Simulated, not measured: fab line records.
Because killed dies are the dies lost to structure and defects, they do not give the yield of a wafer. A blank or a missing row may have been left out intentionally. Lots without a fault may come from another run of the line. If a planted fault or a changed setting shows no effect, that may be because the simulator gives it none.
What tool caused it? :: flow n5 finfet :: 12 lots, 36 wafers sampled, at 4 steps of a route of 1938

## WHAT EACH GAUGE READ, for each wafer
N5_BEOL_M15_OVL_MEAS_11.
lot: L075
measured: day 11 20:07
on: overlay-01
V14_OVL (nm): 7 2 -4

lot: L077
measured: day 12 11:22
on: overlay-02
V14_OVL (nm): -6 -3 -6

lot: L079
measured: day 12 20:54
on: overlay-02
V14_OVL (nm): 1 11 6

lot: L081
measured: day 13 05:34
on: overlay-02
V14_OVL (nm): 3 3 -1

lot: L085
measured: day 14 02:28
on: overlay-01
V14_OVL (nm): 6 14 6

lot: L084
measured: day 14 13:43
on: overlay-02
V14_OVL (nm): 3 6 -2

lot: L086
measured: day 14 22:50
on: overlay-02
V14_OVL (nm): -1 -5 -1

lot: L088
measured: day 15 16:33
on: overlay-01
V14_OVL (nm): -6 -11 -1

lot: L089
measured: day 16 00:20
on: overlay-02
V14_OVL (nm): 3 1 1

lot: L093
measured: day 16 09:31
on: overlay-01
V14_OVL (nm): 10 8 10

lot: L095
measured: day 17 04:51
on: overlay-01
V14_OVL (nm): -5 -13 -1

lot: L097
measured: day 17 16:13
on: overlay-02
V14_OVL (nm): -5 -6 -5

## EACH LOT AND THE TOOL THAT RAN IT (in order: tool; ch and the chambers of the sampled wafers; start)
lot: L075
N5_BEOL_M14_ETCH_38: rie diel-02 ch 0,2,3, day 11 18:17 or earlier
N5_BEOL_M14_SPUTTER_43: pvd sputter-03, day 11 18:17
N5_BEOL_M14_SPUTTER_44: pvd sputter-03, day 11 18:22

lot: L077
N5_BEOL_M14_ETCH_38: rie diel-02 ch 0,2,3, day 12 09:25 or earlier
N5_BEOL_M14_SPUTTER_43: pvd sputter-01, day 12 09:25
N5_BEOL_M14_SPUTTER_44: pvd sputter-01, day 12 09:29

lot: L079
N5_BEOL_M14_ETCH_38: rie diel-05 ch 0,2,3, day 12 19:04 or earlier
N5_BEOL_M14_SPUTTER_43: pvd sputter-03, day 12 19:04
N5_BEOL_M14_SPUTTER_44: pvd sputter-03, day 12 19:09

lot: L081
N5_BEOL_M14_ETCH_38: rie diel-05 ch 2,3, day 13 02:43 or earlier
N5_BEOL_M14_SPUTTER_43: pvd sputter-03, day 13 02:43
N5_BEOL_M14_SPUTTER_44: pvd sputter-03, day 13 02:48

lot: L085
N5_BEOL_M14_ETCH_38: rie diel-05 ch 0,1,2, day 13 23:36 or earlier
N5_BEOL_M14_SPUTTER_43: pvd sputter-02, day 13 23:36
N5_BEOL_M14_SPUTTER_44: pvd sputter-02, day 13 23:41

lot: L084
N5_BEOL_M14_ETCH_38: rie diel-05 ch 1,2, day 14 11:43 or earlier
N5_BEOL_M14_SPUTTER_43: pvd sputter-02, day 14 11:43
N5_BEOL_M14_SPUTTER_44: pvd sputter-02, day 14 11:48

lot: L086
N5_BEOL_M14_ETCH_38: rie diel-05 ch 0,1,3, day 14 20:55 or earlier
N5_BEOL_M14_SPUTTER_43: pvd sputter-02, day 14 20:55
N5_BEOL_M14_SPUTTER_44: pvd sputter-02, day 14 20:59

lot: L088
N5_BEOL_M14_ETCH_38: rie diel-02 ch 0,2,3, day 15 13:52 or earlier
N5_BEOL_M14_SPUTTER_43: pvd sputter-01, day 15 13:52
N5_BEOL_M14_SPUTTER_44: pvd sputter-01, day 15 13:57

lot: L089
N5_BEOL_M14_ETCH_38: rie diel-05 ch 0,1,2, day 15 22:03 or earlier
N5_BEOL_M14_SPUTTER_43: pvd sputter-01, day 15 22:03
N5_BEOL_M14_SPUTTER_44: pvd sputter-01, day 15 22:08

lot: L093
N5_BEOL_M14_ETCH_38: rie diel-02 ch 0,1,3, day 16 07:41 or earlier
N5_BEOL_M14_SPUTTER_43: pvd sputter-02, day 16 07:41
N5_BEOL_M14_SPUTTER_44: pvd sputter-02, day 16 07:46

lot: L095
N5_BEOL_M14_ETCH_38: rie diel-05 ch 0,1,3, day 17 02:50 or earlier
N5_BEOL_M14_SPUTTER_43: pvd sputter-03, day 17 02:50
N5_BEOL_M14_SPUTTER_44: pvd sputter-03, day 17 02:55

lot: L097
N5_BEOL_M14_ETCH_38: rie diel-05 ch 0,1,2, day 17 14:14 or earlier
N5_BEOL_M14_SPUTTER_43: pvd sputter-03, day 17 14:14
N5_BEOL_M14_SPUTTER_44: pvd sputter-03, day 17 14:19
- N5_BEOL_M14_ETCH_38: etches SiCN in CF4/N2, target depth 106.5 nm, time 120.6 s.
- N5_BEOL_M14_SPUTTER_43: material TaN, target thk 15 nm, time 24.19 s.
- N5_BEOL_M14_SPUTTER_44: material Ta, target thk 15 nm, time 24.19 s.

## THE ANSWER, worked out from the rows above alone
Rule: what is usual is taken from the lots themselves. Put in order of their means at a reading, lots are off if they are a third of the lots or fewer, leave a main group of 4 or more, and stand apart from it by a gap of 3 or more times the standard deviation of the main group's means; of several such gaps the widest counts. A main group whose means are all the same, to the digits that the tables above print for the reading, isn't used. A lot without any number at a reading at which 4 lots or more have one is off too. The other lots that the step has rows for count as sound.
None of the lots is off at any reading shown; this tells nothing.

## WHAT THE SIMULATOR HAD PUT IN
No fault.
